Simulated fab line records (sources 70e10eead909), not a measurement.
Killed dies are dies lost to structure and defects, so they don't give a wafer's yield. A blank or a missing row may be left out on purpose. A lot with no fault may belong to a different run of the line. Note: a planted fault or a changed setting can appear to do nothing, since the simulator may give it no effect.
Chamber matching -- flow nand harc -- pecvd-04 running NHARC_A_STAIRCASE_DEP_259: 3 sister chambers
The step deposits SiON, target thk 30 nm. 6 wafers are shown with their chamber, then 9 later ones without.

## WAFERS WITH THEIR CHAMBER
wafer,chamber,heater power w (W)
L084.1,0,693
L089.5,2,652
L089.6,1,747
L090.1,1,768
L090.2,2,736
L090.3,0,691

## WAFERS MISSING THEIR CHAMBER
wafer,heater power w (W)
L094.1,563
L094.2,762
L094.5,647
L096.1,695
L096.3,708
L096.5,695
L097.1,651
L097.2,644
L097.3,662

## WHICH CHAMBER EACH ONE RAN IN
wafer,from the rows above,in truth
L094.1,can't be placed: 0 or 2 or 1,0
L094.2,can't be placed: 1 or 2 or 0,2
L094.5,can't be placed: 0 or 2 or 1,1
L096.1,can't be placed: 2 or 0 or 1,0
L096.3,can't be placed: 2 or 0 or 1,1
L096.5,can't be placed: 2 or 0 or 1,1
L097.1,can't be placed: 0 or 2 or 1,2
L097.2,can't be placed: 0 or 2 or 1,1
L097.3,can't be placed: 0 or 2 or 1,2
Correctly placed: 0 of 9. These rows do not allow placing 9 (true chamber among the candidates in 9). Placed wrongly: 0.
How it was worked out, from the rows above alone: a wafer's distance from a chamber is the root of the sum, over the readings, of the square of ((its reading less the chamber's mean) divided by the reading's scatter). The wafer belongs to the nearest chamber; if the next one is less than 2 further off, it can't be placed. For every chamber, the mean is computed from those of its wafers that are shown. The scatter: the root of (the sum of the squares of (reading less its chamber's mean) over the shown wafers, divided by (wafers less chambers)).
